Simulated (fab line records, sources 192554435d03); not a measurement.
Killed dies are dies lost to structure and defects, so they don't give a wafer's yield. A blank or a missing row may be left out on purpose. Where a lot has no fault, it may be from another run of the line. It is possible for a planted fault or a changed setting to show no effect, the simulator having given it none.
fab line records	flow n5_finfet
record lots=5	wafers=15	last_day=20
route steps=1938 shown BEOL_M0_CUTY@714 BEOL_M0@715 BEOL_M4@1111 PASSIVATION@1936
lots with no fault: from the same line, run without faults
start_h: hours from the record's first day to the start of the lot's first wafer shown	wait_h: hours from the lot's prior step to this one	" identical to the entry in the row above	L1.1+2: several wafers, shown together as one row	- no value present, or no start provided	* or withheld: withheld	< > ~ a bound
route shown NAME@n: names a module that has steps shown in the file, with the first one's number in the route	usual: mean and standard deviation over wafers with no fault	same: alike in all rows	chamber/n: place in a boat	sites: per-site readings	_std_site: how widely they spread, as a standard deviation	_edge_site: the outer-site mean with the inner-site mean subtracted	radius_mm: how far each site lies from the wafer's centre	mask NAME#n: copy n	behind: the most recent tool/chamber to have shaped the wafer	hold: reason for holding the lot/hours on hold/outcome of the hold	device: the n, p or np transistor that did not switch	end of line: the tests these same wafers got at the end of their route	for a step that has no rows: nothing shown but its recipe	killed: count of dies lost to structure and defects at first sort (not the wafer's yield)	map: a wafer's dies, marking killed ones x, the rest . and places with no die _
set.NAME: the run value of the setting; set.NAME@STEP: its run value at that earlier step	model.NAME: the simulator's own value behind a step, which no gauge read
a table for each step, a row for each wafer; lots at some steps of the route
services: a tool's chamber out of use, with start hour (start_h, from the record's first day; less than 0 if before it), hours out, and reason
## steps
# step N5_BEOL_M0_CUTY_STRIP_64
# recipe chemistry=N2/H2	temp_c=40	n2_flow_sccm=200	h2_flow_sccm=200	rf_frequency_hz=6e+07
# step N5_BEOL_M0_ETCH_138
# recipe chemistry=CH3F/O2	target_depth_a=120	target=SiCN	time_s=31.6	ion_energy_ev=120	pressure_mtorr=30	source_w=395	bias_w=75	Ar_flow_sccm=150	CH3F_flow_sccm=30	O2_flow_sccm=20	ends=cleared
# usual bias_w=74.97/0.21	chamber_pressure_mTorr=30.003/0.028	drypump_motor_current_A=5.6/0.5	etch_rf_on_time_s=28.7/0.92	oes_product_au=0.66/0.069	rf_vpp_V=297.2/1.4	showerhead_plenum_p_Torr=2.00/0.052	throttle_valve_pct=16.19/0.2
lot.wafer	tool	chamber	start_h	wait_h	bias_w	chamber_pressure_mTorr	drypump_motor_current_A	etch_rf_on_time_s	oes_product_au	rf_hours_counter_h	rf_vpp_V	showerhead_plenum_p_Torr	throttle_valve_pct
L982.1	rie_diel-04	0	112.58	0.0	74.82	29.978	5.7	27.2	0.59	210	296.8	2.00	16.36
L982.2	"	2	"	"	75.00	30.028	4.9	28.9	0.65	122	297.1	2.02	15.95
L982.5	"	1	"	"	74.97	29.989	6.3	27.9	0.80	-	298.3	2.05	16.28
L986.1	rie_diel-05	0	139.51	0.0	74.82	30.039	5.3	27.1	0.68	90	297.7	2.02	16.16
L986.3	"	2	"	"	75.05	29.996	5.4	27.3	0.67	124	297.0	2.03	16.06
L986.5	"	3	"	"	75.26	30.007	5.2	28.7	0.83	-	294.6	1.97	15.98
L994.1	rie_diel-01	3	185.62	0.0	75.01	30.017	5.6	28.9	0.72	58	295.1	1.94	15.90
L994.2	"	1	"	"	74.59	29.946	5.1	28.1	0.63	159	299.3	2.09	16.28
L994.6	"	0	"	"	75.17	30.045	5.5	28.4	0.61	-	296.8	2.00	16.47
L998.1	rie_diel-01	3	207.62	0.0	75.07	29.979	5.6	29.3	0.71	66	296.5	1.94	15.90
L998.3	"	0	"	"	75.08	29.989	5.5	28.3	0.61	198	297.6	2.00	16.47
L998.6	"	3	"	"	74.99	30.032	5.6	29.6	0.71	-	295.3	1.94	15.89
L104.1	rie_diel-01	0	246.71	0.0	74.91	30.013	5.5	28.1	0.59	213	297.1	2.00	16.51
L104.5	"	3	"	"	74.96	30.041	5.6	29.0	0.69	-	298.1	1.94	15.93
L104.6	"	0	"	"	74.76	30.068	5.5	27.5	0.59	-	297.4	2.00	16.50
# step N5_BEOL_M0_HM_OPEN_105
# recipe chemistry=Cl2/BCl3	target_depth_a=120	target=TiN	ion_energy_ev=150	pressure_mtorr=10	icp_w=1000	bias_w=126	Cl2_flow_sccm=53.25	bcl3_flow_sccm=21.75	Ar_flow_sccm=25
# usual chamber_pressure_mTorr=10.001/0.0085	drypump_motor_current_A=5.8/0.36	oes_ar_750_au=0.74/0.11	oes_product_au=0.75/0.1	throttle_valve_pct=21.96/0.28
lot.wafer	tool	chamber	start_h	wait_h	chamber_pressure_mTorr	drypump_motor_current_A	oes_ar_750_au	oes_product_au	rf_hours_counter_h	throttle_valve_pct
L982.1	rie_metal-01	1	115.60	3.0	10.007	5.9	0.60	0.60	124	22.11
L982.2	"	0	"	"	10.011	5.0	0.86	0.82	31	21.81
L982.5	"	1	"	"	10.017	5.9	0.61	0.60	-	22.09
L986.1	rie_metal-03	1	142.36	2.8	9.998	5.6	0.71	0.76	58	21.92
L986.3	"	1	"	"	9.999	5.7	0.72	0.75	-	21.93
L986.5	"	1	"	"	9.993	5.7	0.71	0.76	-	21.91
L994.1	rie_metal-02	0	186.06	0.4	9.995	6.1	0.72	0.69	73	22.43
L994.2	"	1	"	"	10.005	6.0	0.63	0.62	121	22.05
L994.6	"	1	"	"	9.980	6.0	0.63	0.63	-	22.05
L998.1	rie_metal-03	0	212.32	4.7	9.990	5.7	0.80	0.82	42	21.57
L998.3	"	0	"	"	9.997	5.8	0.80	0.81	-	21.56
L998.6	"	1	"	"	9.995	5.6	0.71	0.75	-	21.92
L104.1	rie_metal-03	0	248.68	1.9	9.996	5.7	0.79	0.80	45	21.58
L104.5	"	1	"	"	9.999	5.7	0.70	0.75	-	21.91
L104.6	"	0	"	"	10.000	5.7	0.79	0.81	-	21.57
# step N5_BEOL_M0_STRIP_140
# recipe chemistry=CF4	resist=SiARC	power_w=300	bias_power_w=75	pressure_mtorr=50	cf4_flow_sccm=150	rf_frequency_hz=6e+07
# usual chamber_pressure_mTorr=50.00/0.074	drypump_motor_current_A=5.6/0.54	oes_product_au=0.78/0.079	rf_vpp_V=271.2/1.4	showerhead_plenum_p_Torr=1.79/0.035	throttle_valve_pct=13.42/0.16
lot.wafer	tool	chamber	start_h	wait_h	chamber_pressure_mTorr	drypump_motor_current_A	oes_product_au	rf_hours_counter_h	rf_vpp_V	showerhead_plenum_p_Torr	throttle_valve_pct
L982.1	rie_diel-05	2	115.77	0.1	50.08	5.4	0.77	118	268.4	1.80	13.26
L982.2	"	0	"	"	50.12	5.3	0.79	84	270.7	1.83	13.50
L982.5	"	0	"	"	50.09	5.3	0.80	-	272.6	1.83	13.49
L986.1	rie_diel-04	2	142.53	0.1	50.01	4.9	0.76	130	271.1	1.78	13.16
L986.3	"	1	"	"	50.06	6.3	0.89	22	272.8	1.82	13.42
L986.5	"	3	"	"	49.91	6.6	0.71	-	272.5	1.85	13.50
L994.1	rie_diel-01	2	186.23	0.1	49.96	5.3	0.68	231	270.0	1.71	13.55
L994.2	"	3	"	"	50.06	5.6	0.83	59	270.1	1.76	13.28
L994.6	"	1	"	"	49.96	5.0	0.74	-	272.1	1.84	13.45
L998.1	rie_diel-05	1	212.77	0.4	50.06	6.4	0.84	43	269.8	1.77	13.23
L998.3	"	3	"	"	49.84	5.2	0.92	24	270.6	1.77	13.30
L998.6	"	2	"	"	50.04	5.4	0.75	-	270.3	1.80	13.31
L104.1	rie_diel-01	0	248.87	0.1	50.06	5.5	0.69	214	269.2	1.78	13.73
L104.5	"	3	"	"	50.02	5.6	0.81	-	270.9	1.76	13.32
L104.6	"	0	"	"	50.03	5.5	0.68	-	272.1	1.77	13.73
# step N5_BEOL_M0_STRIP_104
# recipe chemistry=N2/H2	power_w=450	temp_c=40	pressure_mtorr=20	rf_frequency_hz=6e+07	overash_fraction=0.3	bias_power_w=7	h2_frac=0.5	n2_flow_sccm=200	h2_flow_sccm=200
# step N5_BEOL_M0_WET_ETCH_106
# recipe chemistry=DHF	dilution=10:1	temp_c=25	target=SiO2	target_depth_a=1300	dry=ipa_marangoni	rinse_time_s=30	rinse_temp_c=23
# step N5_BEOL_M0_ETCH_128
# recipe chemistry=CF4/N2	target_depth_a=120	overetch_a=51	target=SiCN	time_s=21.4	ion_energy_ev=150	pressure_mtorr=40	source_w=430	bias_w=70	Ar_flow_sccm=100	cf4_flow_sccm=60	n2_flow_sccm=60
# usual bias_w=70.01/0.2	chamber_pressure_mTorr=40.00/0.041	drypump_motor_current_A=5.6/0.53	oes_product_au=0.53/0.052	rf_vpp_V=382.2/1.5	showerhead_plenum_p_Torr=2.21/0.05	throttle_valve_pct=15.28/0.16
lot.wafer	tool	chamber	start_h	wait_h	bias_w	chamber_pressure_mTorr	drypump_motor_current_A	oes_product_au	rf_hours_counter_h	rf_vpp_V	showerhead_plenum_p_Torr	throttle_valve_pct
L982.1	rie_diel-04	1	115.92	0.0	70.05	40.01	6.3	0.61	14	381.3	2.26	15.38
L982.2	"	3	"	"	69.88	40.02	6.5	0.49	190	383.4	2.27	15.24
L982.5	"	3	"	"	69.90	39.97	6.6	0.50	-	383.1	2.27	15.24
L986.1	rie_diel-04	2	142.68	0.0	69.95	40.02	4.9	0.51	130	381.7	2.22	15.07
L986.3	"	3	"	"	69.95	39.98	6.5	0.49	197	383.2	2.26	15.24
L986.5	"	2	"	"	70.17	40.03	4.9	0.52	-	381.5	2.22	15.06
L994.1	rie_diel-01	3	186.37	0.0	69.93	39.97	5.6	0.58	59	381.4	2.16	15.09
L994.2	"	0	"	"	70.19	40.06	5.5	0.48	191	381.8	2.20	15.54
L994.6	"	0	"	"	70.18	40.01	5.5	0.49	-	381.9	2.20	15.54
L998.1	rie_diel-01	2	213.12	0.2	69.83	39.96	5.2	0.48	241	379.8	2.10	15.40
L998.3	"	3	"	"	70.51	40.01	5.6	0.56	68	381.4	2.15	15.10
L998.6	"	3	"	"	70.25	40.10	5.6	0.57	-	381.6	2.16	15.11
L104.1	rie_diel-01	1	249.96	1.0	69.97	40.08	5.1	0.49	185	385.0	2.29	15.44
L104.5	"	3	"	"	69.93	40.02	5.6	0.56	-	380.8	2.15	15.13
L104.6	"	0	"	"	69.47	39.96	5.5	0.47	-	381.1	2.20	15.60
# step N5_BEOL_M0_TRENCH_ETCH_107
# recipe chemistry=C4F6/O2	target_depth_a=328	target=SiOC	time_s=16.4	ion_energy_ev=250	pressure_mtorr=30	source_w=355	bias_w=185	Ar_flow_sccm=300	C4F6_flow_sccm=10	O2_flow_sccm=10
# step N5_BEOL_M0_STRIP_142
# recipe chemistry=N2/H2	time_s=10	power_w=450	temp_c=40	pressure_mtorr=20	rf_frequency_hz=6e+07	bias_power_w=7	n2_flow_sccm=200	h2_flow_sccm=200
# usual chamber_pressure_mTorr=19.999/0.019	drypump_motor_current_A=5.6/0.53	oes_product_au=0.78/0.081	rf_vpp_V=59.1/0.73	showerhead_plenum_p_Torr=2.54/0.074	throttle_valve_pct=23.37/0.3
lot.wafer	tool	chamber	start_h	wait_h	chamber_pressure_mTorr	drypump_motor_current_A	oes_product_au	rf_hours_counter_h	rf_vpp_V	showerhead_plenum_p_Torr	throttle_valve_pct
L982.1	rie_diel-04	1	115.98	0.0	19.994	6.4	0.93	14	60.0	2.61	23.77
L982.2	"	3	"	"	19.991	6.5	0.72	190	59.0	2.61	23.19
L982.5	"	3	"	"	20.020	6.5	0.72	-	60.7	2.61	23.18
L986.1	rie_diel-04	2	142.75	0.0	20.009	4.9	0.75	130	59.9	2.56	23.18
L986.3	"	3	"	"	19.972	6.6	0.72	197	59.4	2.61	23.22
L986.5	"	2	"	"	20.019	4.9	0.75	-	58.7	2.55	23.16
L994.1	rie_diel-01	3	186.44	0.0	20.004	5.6	0.85	59	59.2	2.49	23.19
L994.2	"	0	"	"	19.983	5.5	0.72	191	59.2	2.53	23.58
L994.6	"	0	"	"	19.991	5.5	0.72	-	58.0	2.53	23.55
L998.1	rie_diel-01	2	213.18	0.0	19.991	5.2	0.67	241	58.4	2.39	23.12
L998.3	"	3	"	"	19.967	5.6	0.83	68	57.6	2.49	23.19
L998.6	"	3	"	"	20.005	5.6	0.83	-	59.0	2.49	23.20
L104.1	rie_diel-01	1	250.03	0.0	20.001	5.1	0.72	185	59.1	2.68	24.04
L104.5	"	3	"	"	19.995	5.6	0.82	-	58.8	2.48	23.21
L104.6	"	0	"	"	19.988	5.5	0.70	-	58.7	2.52	23.60
# step N5_BEOL_M0_OCD_MEAS_108
# usual trench_depth_nm=32.5/0.66
lot.wafer	tool	chamber	start_h	wait_h	trench_depth_nm
L982.1	ocd-02	-	116.06	0.1	33.8
L982.2	"	-	"	"	32.1
L982.5	"	-	"	"	31.8
L986.1	ocd-02	-	142.83	0.1	31.5
L986.3	"	-	"	"	32.5
L986.5	"	-	"	"	31.5
L994.1	ocd-02	-	186.52	0.1	31.8
L994.2	"	-	"	"	32.5
L994.6	"	-	"	"	31.8
L998.1	ocd-02	-	213.26	0.1	32.8
L998.3	"	-	"	"	31.9
L998.6	"	-	"	"	31.8
L104.1	ocd-01	-	250.11	0.1	32.0
L104.5	"	-	"	"	32.7
L104.6	"	-	"	"	32.6
# step N5_BEOL_M0_HM_STRIP_129
# recipe chemistry=peroxide_tin_strip	material=TiN	target_depth_a=170	temp_c=50	time_s=108
# step N5_BEOL_M0_SRD_130
# recipe time_s=30	temp_c=23	rinse_liquid=diw	dry=ipa_marangoni
# step N5_BEOL_M0_ETCH_109
# recipe chemistry=CH3F/O2	target_depth_a=80	overetch_a=24	target=SiCN	time_s=27.4	ion_energy_ev=120	pressure_mtorr=30	source_w=395	bias_w=75	Ar_flow_sccm=150	CH3F_flow_sccm=30	O2_flow_sccm=20
# usual bias_w=75.00/0.22	chamber_pressure_mTorr=30.000/0.027	drypump_motor_current_A=5.6/0.53	oes_product_au=0.68/0.067	rf_vpp_V=297.2/1.4	showerhead_plenum_p_Torr=2.00/0.046	throttle_valve_pct=16.13/0.17
lot.wafer	tool	chamber	start_h	wait_h	bias_w	chamber_pressure_mTorr	drypump_motor_current_A	oes_product_au	rf_hours_counter_h	rf_vpp_V	showerhead_plenum_p_Torr	throttle_valve_pct
L982.1	rie_diel-05	1	116.17	0.0	75.15	29.975	6.4	0.78	17	296.6	1.97	15.91
L982.2	"	0	"	"	74.87	30.004	5.3	0.68	84	297.7	2.02	16.15
L982.5	"	0	"	"	75.02	29.943	5.3	0.71	-	295.2	2.02	16.14
L986.1	rie_diel-01	0	142.94	0.0	75.10	30.008	5.5	0.61	180	297.3	2.01	16.43
L986.3	"	2	"	"	75.18	29.979	5.2	0.59	220	294.5	1.91	16.25
L986.5	"	3	"	"	75.39	30.034	5.6	0.74	-	295.9	1.95	15.87
L994.1	rie_diel-05	3	186.67	0.0	63.37	29.975	5.2	0.80	16	264.9	1.96	16.00
L994.2	"	2	"	"	75.08	29.980	5.4	0.65	136	297.2	2.02	16.08
L994.6	"	3	"	"	63.21	30.035	5.3	0.82	-	264.1	1.96	15.99
L998.1	rie_diel-01	2	213.40	0.1	74.71	30.007	5.3	0.58	241	297.1	1.91	16.29
L998.3	"	1	"	"	75.34	30.028	5.1	0.61	169	299.8	2.08	16.29
L998.6	"	1	"	"	75.03	29.970	5.1	0.63	-	298.4	2.08	16.29
L104.1	rie_diel-04	1	250.35	0.1	74.68	29.998	6.3	0.72	54	297.8	2.04	16.35
L104.5	"	2	"	"	74.76	29.967	4.9	0.64	-	297.6	2.00	16.03
L104.6	"	1	"	"	75.05	30.029	6.3	0.73	-	298.9	2.04	16.35
# step N5_BEOL_M0_STRIP_139
# recipe chemistry=post_etch_residue_remover	time_s=60	temp_c=25	remover_ph=withheld	remover_water_wt_pct=withheld	remover_fluoride_wt_pct=withheld
# step N5_BEOL_M4_RC_MEAS_101
# usual DIBL_N=37.1/2.6	DIBL_P=38/3	IOFF_N=0.18/0.052	IOFF_P=0.25/0.06	ION_N=678/15	ION_P=467/8.6	SS_N=71.7/0.73	SS_P=73.7/0.89	VT_N=249/4.3	VT_P=-248/3.8
lot.wafer	tool	chamber	start_h	wait_h	DIBL_N[mV/V]	DIBL_P[mV/V]	IOFF_N[nA/um]	IOFF_P[nA/um]	ION_N[uA/um]	ION_P[uA/um]	SS_N[mV/dec]	SS_P[mV/dec]	VT_N[mV]	VT_P[mV]
L982.1	prober-01	0	230.79	0.0	35.2	37	0.16	0.23	667	465	71.4	73.5	252	-246
L982.2	"	0	"	"	37.3	42	0.21	0.33	678	471	72.4	74.3	246	-243
L982.5	"	0	"	"	37.4	38	0.22	0.24	671	457	73.1	73.1	249	-246
L986.1	prober-02	0	282.31	0.0	39.6	38	0.20	0.29	683	470	71.4	74.2	249	-248
L986.3	"	0	"	"	42.2	40	0.27	0.33	707	479	72.9	74.7	246	-244
L986.5	"	0	"	"	41.9	42	0.26	0.40	686	475	72.3	75.1	245	-241
L994.1	prober-02	0	300.21	0.0	42.1	43	0.31	0.34	700	469	73.5	74.7	243	-244
L994.2	"	0	"	"	39.0	41	0.23	0.31	687	468	72.3	74.8	241	-246
L994.6	"	0	"	"	34.3	35	0.14	0.21	663	462	70.7	72.8	251	-247
L998.1	prober-01	0	342.43	0.0	41.6	44	0.31	0.41	703	482	73.3	74.6	241	-237
L998.3	"	0	"	"	40.9	43	0.27	0.40	697	481	73.0	75.1	242	-242
L998.6	"	0	"	"	41.4	44	0.28	0.44	696	476	72.5	75.9	242	-240
L104.1	prober-02	0	367.66	0.0	35.7	37	0.16	0.21	676	466	71.6	73.2	247	-249
L104.5	"	0	"	"	40.8	43	0.26	0.33	675	463	73.7	74.7	246	-245
L104.6	"	0	"	"	35.8	37	0.18	0.23	694	475	70.6	74.2	249	-246
# step N5_PASSIVATION_PROBE_49
# usual defect_limited_yield=91.4/1.4	killed_at_M0_to_M3=34/9.1	killed_at_M4_up=14/5.2	killed_at_contacts=12/6.4	killed_at_front_end=38/11	killed_at_other=3.7/2.8	killed_dies=102/17	killed_open=68/13	killed_short=32/7.8	sort_bin_4_leakage=0.05/0.3	sort_bin_5_function=5.1/1	sort_bin_6_memory=3.2/0.66	sort_n_pass=1076/19	sort_yield_pct=91.2/1.6
# same gross_dies=1180	killed_at_back_side=0	sort_bin_8_speed[%]=0
lot.wafer	tool	chamber	start_h	wait_h	defect_limited_yield[%]	killed_at_M0_to_M3	killed_at_M4_up	killed_at_contacts	killed_at_front_end	killed_at_other	killed_dies	killed_open	killed_short	sort_bin_4_leakage[%]	sort_bin_5_function[%]	sort_bin_6_memory[%]	sort_n_pass	sort_yield_pct[%]
L986.1	prober-02	-	391.15	0.0	91.7	28	17	8	42	3	98	68	29	0	5.6	2.5	1082	91.7
L986.3	prober-02	-	391.25	0.1	93.2	25	9	10	31	5	80	50	29	0	3.8	2.6	1100	93.2
L986.5	prober-02	-	391.35	0.2	91.9	35	11	19	30	1	96	74	21	0.42	5.0	2.8	1079	91.4
L994.1	prober-01	-	405.24	0.0	90.6	39	11	9	50	2	111	75	34	0.76	5.4	3.9	1060	89.8
L994.2	prober-01	-	405.29	0.1	93.1	27	12	9	34	0	82	48	32	0	3.9	2.7	1098	93.1
L994.6	prober-01	-	405.49	0.3	90.0	55	9	4	45	5	118	79	38	0	6.3	3.4	1062	90.0
L104.1	prober-02	-	478.26	0.0	90.7	39	15	13	42	1	110	80	28	0	6.1	3.1	1070	90.7
L104.5	prober-02	-	478.46	0.2	89.7	48	12	22	32	7	121	85	36	0	5.8	4.2	1059	89.7
L104.6	prober-02	-	478.51	0.3	91.9	28	17	9	28	13	95	69	24	0	5.1	3.0	1085	91.9
# killed by level:class
L986.1 STI_FIN_REVEAL:geometric_particle:open=13 FIN_SAQP:geometric_particle:short=9 BEOL_M2:geometric_particle:open=9 BEOL_M0_SAQP:geometric_particle:open=7 BEOL_M4:geometric_particle:open=7 MOL_CONTACT_COAG:geometric_particle:open=6 BEOL_M3:geometric_particle:open=6 FIN_SAQP:geometric_particle:open=5
L986.3 FIN_SAQP:geometric_particle:short=12 BEOL_M2:geometric_particle:open=11 MOL_CONTACT_COAG:geometric_particle:open=7 BEOL_M3:geometric_particle:open=5 FIN_SAQP:geometric_particle:open=4 STI_FIN_REVEAL:geometric_particle:open=4 ILD0:geometric_particle:short=4 BEOL_M4:geometric_particle:open=4
L986.5 MOL_CONTACT_COAG:geometric_particle:open=17 BEOL_M2:geometric_particle:open=13 STI_FIN_REVEAL:geometric_particle:open=12 BEOL_M3:geometric_particle:open=10 FIN_SAQP:geometric_particle:open=4 BEOL_M5:geometric_particle:open=4 FIN_SAQP:geometric_particle:short=3 DUMMY_GATE:geometric_particle:open=3
L994.1 FIN_SAQP:geometric_particle:open=14 FIN_SAQP:geometric_particle:short=9 MOL_CONTACT_COAG:geometric_particle:open=8 BEOL_M0_SAQP:geometric_particle:open=8 BEOL_M0_SAQP:geometric_particle:short=8 BEOL_M1:geometric_particle:open=8 BEOL_M2:geometric_particle:open=6 GATE_CUT:geometric_particle:open=5
L994.2 FIN_SAQP:geometric_particle:open=8 MOL_CONTACT_COAG:geometric_particle:open=8 BEOL_M2:geometric_particle:short=7 BEOL_M2:geometric_particle:open=6 FIN_SAQP:geometric_particle:short=5 GATE_CUT:geometric_particle:short=5 BEOL_M0_SAQP:geometric_particle:open=5 STARTING-WAFER:geometric_particle:short=4
L994.6 FIN_SAQP:geometric_particle:open=14 BEOL_M0_SAQP:geometric_particle:open=14 BEOL_M2:geometric_particle:open=12 BEOL_M0_SAQP:geometric_particle:short=8 FIN_SAQP:geometric_particle:short=7 BEOL_M1:geometric_particle:open=7 GATE_CUT:geometric_particle:open=6 DUMMY_GATE:geometric_particle:open=5
L104.1 STI_FIN_REVEAL:geometric_particle:open=17 MOL_CONTACT_COAG:geometric_particle:open=11 BEOL_M0_SAQP:geometric_particle:open=10 BEOL_M4:geometric_particle:open=8 BEOL_M2:geometric_particle:open=7 BEOL_M0_SAQP:geometric_particle:short=6 BEOL_M3:geometric_particle:open=6 FIN_SAQP:geometric_particle:open=5
L104.5 MOL_CONTACT_COAG:geometric_particle:open=18 STI_FIN_REVEAL:geometric_particle:open=12 BEOL_M0_SAQP:geometric_particle:open=12 BEOL_M0_SAQP:geometric_particle:short=11 BEOL_M2:geometric_particle:open=10 BEOL_M1:geometric_particle:open=8 BEOL_M4:geometric_particle:open=5 MOL_CONTACT_COAG:geometric_particle:short=4
L104.6 BEOL_M2:geometric_particle:open=12 STI_FIN_REVEAL:geometric_particle:open=10 MOL_CONTACT_COAG:geometric_particle:open=8 BEOL_M4:geometric_particle:open=6 MIM_TOP_ETCH:geometric_particle:open=5 FIN_SAQP:geometric_particle:open=4 BEOL_M0_SAQP:geometric_particle:short=4 BEOL_M3:geometric_particle:open=4
## services
tool	chamber	start_h	hours	kind
rie_metal-03	-	100.78	2.8	pm
rie_metal-01	-	104.04	2.8	pm
rie_diel-01	1	110.94	3.2	repair
rie_diel-01	-	123.84	1.0	repair
rie_diel-04	0	130.04	8.7	repair
rie_diel-01	-	147.93	0.5	repair
rie_metal-03	-	147.94	3.5	repair
rie_diel-05	-	177.06	2.8	pm
rie_diel-05	-	188.93	0.2	repair
rie_metal-02	0	195.10	26.1	repair
rie_diel-04	3	206.48	9.8	repair
rie_diel-01	0	208.40	5.3	repair
rie_diel-05	-	208.65	0.6	repair
rie_diel-01	3	226.33	4.3	repair
rie_metal-02	-	229.43	0.2	repair
rie_diel-05	1	232.14	1.4	repair
rie_diel-01	2	238.47	-	clean
rie_diel-01	2	238.47	-	consumable_replace:focus_ring
rie_diel-01	2	238.47	-	consumable_replace:showerhead
rie_diel-01	2	238.47	17.9	scheduled_down
rie_diel-01	2	238.47	17.9	vent_cycle
rie_metal-03	-	249.34	0.5	repair
rie_diel-04	0	249.99	-	clean
rie_diel-04	0	249.99	-	consumable_replace:focus_ring
## key
first_sign step=N5_BEOL_M0_ETCH_109	reading=bias_w	direction=down	sigmas=53	usual=*	struck=*
effect step=N5_BEOL_M0_ETCH_109	reading=rf_vpp_V	direction=down	sigmas=24	usual=297.2	struck=264.5
met_at N5_BEOL_M0_ETCH_109
struck_wafers L994.1,L994.6
fault kind=process_parameter_drift	tool=rie_diel-05	chamber=3	onset_h=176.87	steps=N5_BEOL_M0_ETCH_109	channel=bias_w	offset=*	shape=step	end_h=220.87	acts_in=*	stated=*
